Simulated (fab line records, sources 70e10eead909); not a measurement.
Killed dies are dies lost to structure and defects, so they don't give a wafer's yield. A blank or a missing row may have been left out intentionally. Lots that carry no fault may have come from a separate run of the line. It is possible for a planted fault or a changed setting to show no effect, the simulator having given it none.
Tool commonality check    flow nand harc    2 lots and 6 wafers in the sample

== REASON IT WAS OPENED ==
On 2 of the 2 lots, a flag is raised at NHARC_END_SORT_01 on the reading killed at array. Wafers without a fault read 28, standard deviation 10.
Rule: a lot gets a flag if all its wafers with a number sit over 4 standard deviations from that mean, or if no wafer of it has a number. All remaining lots are regarded as sound.

lot   measured      on         killed at array, wafer by wafer  flag
L775  day 22 11:24  prober-01  673 672 672                      FLAGGED
L774  day 24 03:14  prober-02  673 673 674                      FLAGGED
Average over the flagged lots: 673; offset from the usual +645, equal to +64 standard deviations.

== EACH LOT AND THE TOOL IT RAN ON ==
The record holds 2 process steps before the reading, out of a route of 1159 steps. Every cell lists first the tool, next ch and the chambers used by the sampled wafers, and last the start.
lot   flag     NHARC_A_CONTACT_ETCH_89                        NHARC_A_CONTACT_ETCH_134
L775  FLAGGED  rie diel-06 ch 0,3, day 20 07:33 or earlier    har cap etch-03 ch 0,1, day 20 07:33
L774  FLAGGED  rie diel-02 ch 1,2,3, day 20 20:40 or earlier  har cap etch-03 ch 1, day 20 20:40
What is done by these steps:
- NHARC_A_CONTACT_ETCH_89: etches the open film in N2/H2, target depth 260 nm, time 475.3 s.
- NHARC_A_CONTACT_ETCH_134: etches the open film in C4F8/O2/Ar, time 140 s, target depth 700 nm.
- NHARC_END_SORT_01

== FLAGGED OVER TOTAL, TOOL BY TOOL (the gauges that took the reading come last) ==
step                      tool             lots run  flagged  share of the flagged lots  sound lots run after its first flagged lot
NHARC_A_CONTACT_ETCH_89   rie diel-02      1         1        some                       0
NHARC_A_CONTACT_ETCH_89   rie diel-06      1         1        some                       0
NHARC_A_CONTACT_ETCH_134  har cap etch-03  2         2        all                        0
NHARC_END_SORT_01         prober-01        1         1        some                       0
NHARC_END_SORT_01         prober-02        1         1        some                       0
NHARC_A_CONTACT_ETCH_89 gives no start for some lots, so the hours and the order of its lots are those of NHARC_A_CONTACT_ETCH_134.

== THE TABLE: WHAT IT ALLOWS ==
All flagged lots share 1 row of the table, namely har cap etch-03 at NHARC_A_CONTACT_ETCH_134.
- har cap etch-03 at NHARC_A_CONTACT_ETCH_134: 2 of its 2 lots flagged. With no sound lot run before its first flagged lot in this sample, there is nothing to narrow down the start.
Just one tool remains: har cap etch-03 at NHARC_A_CONTACT_ETCH_134.

== WHAT THE SIMULATOR PUT IN ==
Entire step skipped (har cap etch-03, NHARC_A_CONTACT_ETCH_134), from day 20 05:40 onward. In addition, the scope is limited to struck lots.
Lots struck among those shown: L775, L774. The rule given above showed the same thing.
